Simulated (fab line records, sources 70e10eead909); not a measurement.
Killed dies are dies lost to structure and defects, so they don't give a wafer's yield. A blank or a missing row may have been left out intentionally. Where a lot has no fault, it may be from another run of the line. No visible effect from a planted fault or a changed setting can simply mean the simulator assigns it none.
Which tool is to blame?    flow nand_harc    72 wafers from 24 lots sampled at 5 of the route's 1302 steps

== WHAT THE GAUGES READ, wafer by wafer ==
NHARC_A_SOURCE_PLATE_INSPECT_08. Usual: raw_defect_count reads 65 (standard deviation 26).
lot   measured      on                 raw_defect_count  flag
L074  day 7 13:40   defect_inspect-02  69 70 75          
L075  day 8 01:20   defect_inspect-02  53 57 47          
L076  day 8 12:07   defect_inspect-02  150 102 52        
L077  day 9 00:56   defect_inspect-01  65 31 59          
L078  day 9 08:19   defect_inspect-01  52 77 85          
L079  day 9 19:18   defect_inspect-01  46 44 58          
L080  day 10 05:29  defect_inspect-02  36 48 28          
L081  day 10 20:21  defect_inspect-02  89 55 41          
L082  day 11 02:50  defect_inspect-02  38 39 59          
L083  day 11 10:57  defect_inspect-01  69 66 87          
L084  day 12 01:09  defect_inspect-01  72 71 104         
L085  day 12 05:58  defect_inspect-01  33 40 47          
L086  day 12 22:18  defect_inspect-02  78 103 90         
L087  day 12 22:18  defect_inspect-01  36 101 77         
L089  day 14 03:27  defect_inspect-01  63 75 42          
L088  day 14 03:26  defect_inspect-02  40 64 74          
L091  day 14 22:00  defect_inspect-01  41 89 60          
L090  day 14 21:59  defect_inspect-02  79 55 40          
L092  day 15 14:08  defect_inspect-01  78 60 46          
L094  day 16 01:42  defect_inspect-01  58 70 112         
L095  day 16 01:41  defect_inspect-02  76 107 143        
L093  day 16 11:08  defect_inspect-01  49 92 73          
L096  day 16 20:59  defect_inspect-02  65 18 63          
L097  day 17 09:14  defect_inspect-02  57 44 66          

NHARC_A_CHANNEL_HOLE_D1_INSPECT_40. Usual: raw_defect_count reads 73 (standard deviation 26).
lot   measured      on                 raw_defect_count  flag
L074  day 8 15:04   defect_inspect-01  57 30 31          
L075  day 9 00:49   defect_inspect-01  86 91 92          
L076  day 9 18:01   defect_inspect-01  73 89 90          
L077  day 10 01:39  defect_inspect-01  42 57 63          
L078  day 10 09:19  defect_inspect-02  84 95 93          
L079  day 11 04:46  defect_inspect-02  117 109 106       
L080  day 11 04:15  defect_inspect-02  59 39 64          
L081  day 11 23:21  defect_inspect-02  67 109 60         
L082  day 12 04:41  defect_inspect-02  88 75 93          
L083  day 12 12:07  defect_inspect-01  56 40 55          
L084  day 13 05:59  defect_inspect-01  111 100 93        
L085  day 13 07:10  defect_inspect-02  71 41 70          
L086  day 13 21:45  defect_inspect-02  91 125 106        
L087  day 13 23:25  defect_inspect-01  71 51 44          
L089  day 15 04:20  defect_inspect-02  48 39 44          
L088  day 15 03:40  defect_inspect-02  100 110 113       
L091  day 16 01:01  defect_inspect-01  113 92 62         
L090  day 16 01:52  defect_inspect-02  48 53 48          
L092  day 16 14:07  defect_inspect-02  104 81 86         
L094  day 17 15:28  defect_inspect-02  51 39 54          
L095  day 17 11:17  defect_inspect-01  75 57 77          
L093  day 17 18:59  defect_inspect-02  35 53 42          
L096  day 17 19:46  defect_inspect-02  27 41 62          
L097  day 18 08:32  defect_inspect-01  61 35 59          

== TOOL THAT RAN EACH LOT (tool first, then ch and the chambers of the sampled wafers, then the start) ==
lot   NHARC_A_ZERO_WELL_ETCH_19           NHARC_A_CHANNEL_HOLE_D1_DEP_01   NHARC_A_CHANNEL_HOLE_D1_ETCH_23
L074  rie_diel-10 ch 0,3, day 6 16:07     pecvd-03 ch 0,1,2, day 8 07:11   har_etch-01 ch 0,1, day 8 10:49
L075  rie_diel-04 ch 1,2,3, day 7 04:10   pecvd-01 ch 0,1,2, day 8 16:46   har_etch-02 ch 0,1, day 8 20:09
L076  rie_diel-10 ch 0,1,3, day 7 15:08   pecvd-03 ch 0,1,2, day 9 09:59   har_etch-02 ch 0,1, day 9 13:44
L077  rie_diel-10 ch 0,2, day 8 03:28     pecvd-01 ch 0,1,2, day 9 16:52   har_etch-01 ch 0,1, day 9 21:23
L078  rie_diel-04 ch 2,3, day 8 08:31     pecvd-03 ch 1,2, day 10 01:30    har_etch-02 ch 1, day 10 05:08
L079  rie_diel-04 ch 0,1, day 8 20:44     pecvd-03 ch 0,1,2, day 10 20:58  har_etch-02 ch 0,1, day 11 00:29
L080  rie_diel-10 ch 0,1,3, day 9 06:10   pecvd-01 ch 0,1,2, day 10 20:28  har_etch-01 ch 0,1, day 11 00:00
L081  rie_diel-04 ch 0,2,3, day 9 17:10   pecvd-02 ch 1,2, day 11 15:35    har_etch-02 ch 0,1, day 11 19:05
L082  rie_diel-10 ch 0,2, day 10 05:01    pecvd-03 ch 1,2, day 11 20:52    har_etch-02 ch 0,1, day 12 00:33
L083  rie_diel-13 ch 0,3, day 10 08:52    pecvd-02 ch 0,1,2, day 12 03:52  har_etch-01 ch 0,1, day 12 07:52
L084  rie_diel-04 ch 0,1,3, day 11 02:52  pecvd-02 ch 1,2, day 12 22:14    har_etch-02 ch 0,1, day 13 01:42
L085  rie_diel-13 ch 2,3, day 11 08:59    pecvd-03 ch 1,2, day 12 23:23    har_etch-01 ch 0,1, day 13 02:54
L086  rie_diel-10 ch 1,2,3, day 11 23:22  pecvd-02 ch 0,2, day 13 14:04    har_etch-02 ch 0,1, day 13 17:35
L087  rie_diel-10 ch 0,1,3, day 12 00:41  pecvd-03 ch 1,2, day 13 14:36    har_etch-01 ch 0,1, day 13 18:59
L089  rie_diel-13 ch 0,2,3, day 13 05:32  pecvd-01 ch 1,2, day 14 19:32    har_etch-01 ch 0,1, day 15 00:07
L088  rie_diel-13 ch 0,2, day 13 06:38    pecvd-03 ch 0,1, day 14 19:12    har_etch-02 ch 0,1, day 14 23:35
L091  rie_diel-04 ch 1,2,3, day 14 00:52  pecvd-01 ch 0,1,2, day 15 15:20  har_etch-02 ch 0,1, day 15 20:44
L090  rie_diel-10 ch 0,3, day 14 01:46    pecvd-03 ch 0,1,2, day 15 15:59  har_etch-01 ch 0,1, day 15 21:50
L092  rie_diel-10 ch 0,1,3, day 14 17:28  pecvd-01 ch 1,2, day 16 06:23    har_etch-02 ch 0, day 16 09:58
L094  rie_diel-10 ch 2,3, day 15 04:19    pecvd-01 ch 1,2, day 17 00:38    har_etch-01 ch 0,1, day 17 11:01
L095  rie_diel-04 ch 1,2,3, day 15 05:02  pecvd-03 ch 0,2, day 17 00:22    har_etch-01 ch 0,1, day 17 06:59
L093  rie_diel-04 ch 1,2,3, day 15 10:26  pecvd-02 ch 0,1, day 17 09:14    har_etch-02 ch 0,1, day 17 14:40
L096  rie_diel-10 ch 1,2, day 15 19:37    pecvd-03 ch 0,1,2, day 17 09:17  har_etch-01 ch 0,1, day 17 15:19
L097  rie_diel-10 ch 0,3, day 16 06:44    pecvd-01 ch 0,1,2, day 18 00:43  har_etch-02 ch 0,1, day 18 04:08
- NHARC_A_ZERO_WELL_ETCH_19: etches the open film in N2/H2, target depth 80 nm, overetch 24 nm, time 87.88 s.
- NHARC_A_CHANNEL_HOLE_D1_DEP_01: deposits SiON, target thk 140 nm.
- NHARC_A_CHANNEL_HOLE_D1_ETCH_23: etches the open film in C4F8/O2/Ar, time 819 s, target depth 1600 nm.

== WHAT THE TOOLS THEMSELVES READ (means of the sampled wafers that have a number; where no wafer has one, the mark that the record gives instead) ==
NHARC_A_ZERO_WELL_ETCH_19. Usual: drypump_motor_current_A 5.7 A, standard deviation 0.44; mfc_ar_sccm 0.004 sccm, standard deviation 0.0053; oes_product_au 1.001 a.u., standard deviation 0.0076; rf_vpp_V 429.8 V, standard deviation 2.3; showerhead_plenum_p_Torr 2.01 Torr, standard deviation 0.074; throttle_valve_pct 14.171 %, standard deviation 0.0083.
lot   tool         drypump_motor_current_A (A)  mfc_ar_sccm (sccm)  oes_product_au (a.u.)  rf_vpp_V (V)  showerhead_plenum_p_Torr (Torr)  throttle_valve_pct (%)  flag
L074  rie_diel-10  5.6                          0.000               0.996                  427.9         1.93                             14.167                  
L075  rie_diel-04  5.7                          0.004               0.993                  432.5         2.09                             14.172                  
L076  rie_diel-10  5.6                          0.002               1.006                  428.6         1.96                             14.172                  
L077  rie_diel-10  5.8                          0.000               0.998                  429.8         2.01                             14.176                  
L078  rie_diel-04  6.0                          0.004               0.995                  432.0         2.10                             14.170                  
L079  rie_diel-04  5.7                          0.004               0.998                  429.5         1.98                             14.177                  
L080  rie_diel-10  5.6                          0.002               0.995                  428.8         1.96                             14.169                  
L081  rie_diel-04  6.2                          0.007               0.993                  430.7         2.04                             14.164                  
L082  rie_diel-10  5.8                          0.000               0.998                  429.3         2.01                             14.170                  
L083  rie_diel-13  5.5                          0.003               1.005                  431.9         2.08                             14.160                  
L084  rie_diel-04  6.1                          0.004               0.998                  429.3         1.99                             14.175                  
L085  rie_diel-13  5.5                          0.009               1.013                  430.6         2.02                             14.173                  
L086  rie_diel-10  5.6                          0.002               1.006                  429.5         1.99                             14.171                  
L087  rie_diel-10  5.7                          0.002               0.996                  428.4         1.96                             14.175                  
L089  rie_diel-13  5.7                          0.007               1.001                  429.8         2.01                             14.168                  
L088  rie_diel-13  6.2                          0.010               0.997                  427.9         1.95                             14.172                  
L091  rie_diel-04  5.7                          0.004               1.005                  431.8         2.08                             14.174                  
L090  rie_diel-10  5.8                          0.000               1.008                  428.3         1.94                             14.172                  
L092  rie_diel-10  5.7                          0.002               1.003                  427.4         1.96                             14.171                  
L094  rie_diel-10  5.5                          0.000               1.008                  428.3         1.96                             14.172                  
L095  rie_diel-04  5.7                          0.004               1.010                  431.3         2.08                             14.174                  
L093  rie_diel-04  5.7                          0.004               0.996                  431.8         2.08                             14.173                  
L096  rie_diel-10  5.7                          0.002               1.000                  430.1         2.03                             14.161                  
L097  rie_diel-10  5.7                          0.000               1.005                  427.5         1.94                             14.176                  

NHARC_A_CHANNEL_HOLE_D1_DEP_01. Usual: heater_power_w reads 771 W (standard deviation 120).
lot   tool      heater_power_w (W)  flag
L074  pecvd-03  758                 
L075  pecvd-01  831                 
L076  pecvd-03  738                 
L077  pecvd-01  825                 
L078  pecvd-03  751                 
L079  pecvd-03  760                 
L080  pecvd-01  824                 
L081  pecvd-02  636                 
L082  pecvd-03  781                 
L083  pecvd-02  761                 
L084  pecvd-02  704                 
L085  pecvd-03  798                 
L086  pecvd-02  828                 
L087  pecvd-03  805                 
L089  pecvd-01  983                 
L088  pecvd-03  750                 
L091  pecvd-01  767                 
L090  pecvd-03  705                 
L092  pecvd-01  940                 
L094  pecvd-01  910                 
L095  pecvd-03  652                 
L093  pecvd-02  771                 
L096  pecvd-03  689                 
L097  pecvd-01  866                 

NHARC_A_CHANNEL_HOLE_D1_ETCH_23. Usual: drypump_motor_current_A 6.2 A, standard deviation 0.45; mfc_ar_sccm 375.0 sccm, standard deviation 1.1; showerhead_plenum_p_Torr 3.60 Torr, standard deviation 0.12; throttle_valve_pct 32.155 %, standard deviation 0.0089.
lot   tool         drypump_motor_current_A (A)  mfc_ar_sccm (sccm)  showerhead_plenum_p_Torr (Torr)  throttle_valve_pct (%)  flag
L074  har_etch-01  5.7                          374.9               3.63                             32.154                  
L075  har_etch-02  6.5                          373.4               3.56                             32.161                  
L076  har_etch-02  6.4                          375.0               3.55                             32.159                  
L077  har_etch-01  5.8                          374.6               3.68                             32.153                  
L078  har_etch-02  6.3                          375.8               3.56                             32.160                  
L079  har_etch-02  6.5                          375.6               3.54                             32.146                  
L080  har_etch-01  5.7                          375.0               3.62                             32.158                  
L081  har_etch-02  6.5                          374.9               3.54                             32.160                  
L082  har_etch-02  6.4                          375.2               3.54                             32.148                  
L083  har_etch-01  5.6                          374.9               3.60                             32.151                  
L084  har_etch-02  6.6                          374.8               3.51                             32.155                  
L085  har_etch-01  5.7                          374.4               3.60                             32.158                  
L086  har_etch-02  6.4                          375.0               3.52                             32.144                  
L087  har_etch-01  5.8                          374.5               3.65                             32.145                  
L089  har_etch-01  5.8                          374.4               3.64                             32.158                  
L088  har_etch-02  6.5                          376.2               3.52                             32.161                  
L091  har_etch-02  6.6                          375.0               3.49                             32.158                  
L090  har_etch-01  5.8                          374.6               3.64                             32.156                  
L092  har_etch-02  6.8                          376.7               3.48                             32.154                  
L094  har_etch-01  5.6                          374.8               3.57                             32.153                  
L095  har_etch-01  5.8                          374.8               3.63                             32.157                  
L093  har_etch-02  6.5                          373.4               3.93                             32.151                  
L096  har_etch-01  5.8                          375.5               3.62                             32.158                  
L097  har_etch-02  6.4                          375.8               3.93                             32.153                  

== THE ANSWER, worked out from the rows above alone ==
Rule: lot off if the mean of its wafers having a number is beyond 3 standard deviations from the usual mean. Also off: a lot with no number at a reading for which 4 or more lots have one. Any other lot the step has rows for is counted as sound. Order of review: gauges by route order, followed by the tools' own readings, for which a lot's mean as printed above is used. At the first step where some lot is off, the reading lying furthest off is the one used; lots without a number count as furthest.
No lot is off at any reading shown: from this, nothing can be told.

== WHAT THE SIMULATOR HAD INSERTED ==
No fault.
